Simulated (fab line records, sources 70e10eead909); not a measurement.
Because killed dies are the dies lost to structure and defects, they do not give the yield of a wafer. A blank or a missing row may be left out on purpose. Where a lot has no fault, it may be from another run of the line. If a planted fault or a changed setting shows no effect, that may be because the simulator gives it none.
Chamber matching | flow nand_harc | 4 sister chambers for NHARC_A_STAIRCASE_CMP_450 on cmp-01
The step polishes SiO2, target thk 200 nm. 4 wafers are shown with their chamber, then 7 later ones without.

== WAFERS, EACH WITH ITS CHAMBER ==
wafer  | chamber | motor_current_A (A)
L090.2 | 0       | 12.3
L092.3 | 1       | 10.5
L093.1 | 3       | 12.4
L093.2 | 2       | 15.5

== WAFERS MISSING THEIR CHAMBER ==
wafer  | motor_current_A (A)
L093.4 | 13.0
L095.1 | 12.5
L095.3 | 11.8
L095.4 | 14.3
L096.2 | 12.7
L096.4 | 10.2
L096.6 | 12.0

== WHICH CHAMBER EACH WENT THROUGH ==
wafer  | from the rows above          | in truth
L093.4 | can't be placed: 3 or 0      | 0
L095.1 | can't be placed: 3 or 0      | 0
L095.3 | can't be placed: 0 or 3 or 1 | 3
L095.4 | can't be placed: 2 or 3 or 0 | 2
L096.2 | can't be placed: 3 or 0      | 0
L096.4 | 1                            | 1
L096.6 | can't be placed: 0 or 3      | 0
Correct placement for 1 of the 7. Not placeable from these rows: 6 (in 6, the candidates include the true chamber). Placed wrongly: 0.
How it was worked out, from the rows above alone: a wafer's distance from a chamber is the root of the sum, over the readings, of the square of ((its reading less the chamber's mean) divided by the reading's scatter). If the next closest chamber is less than 2 further off than the closest, the wafer can't be placed; otherwise it belongs to the closest. The mean given for a chamber averages the wafers shown for that chamber. The scatter: with one shown wafer a chamber, the root of the mean of the squares of how far each hidden wafer lies from its nearest shown one.
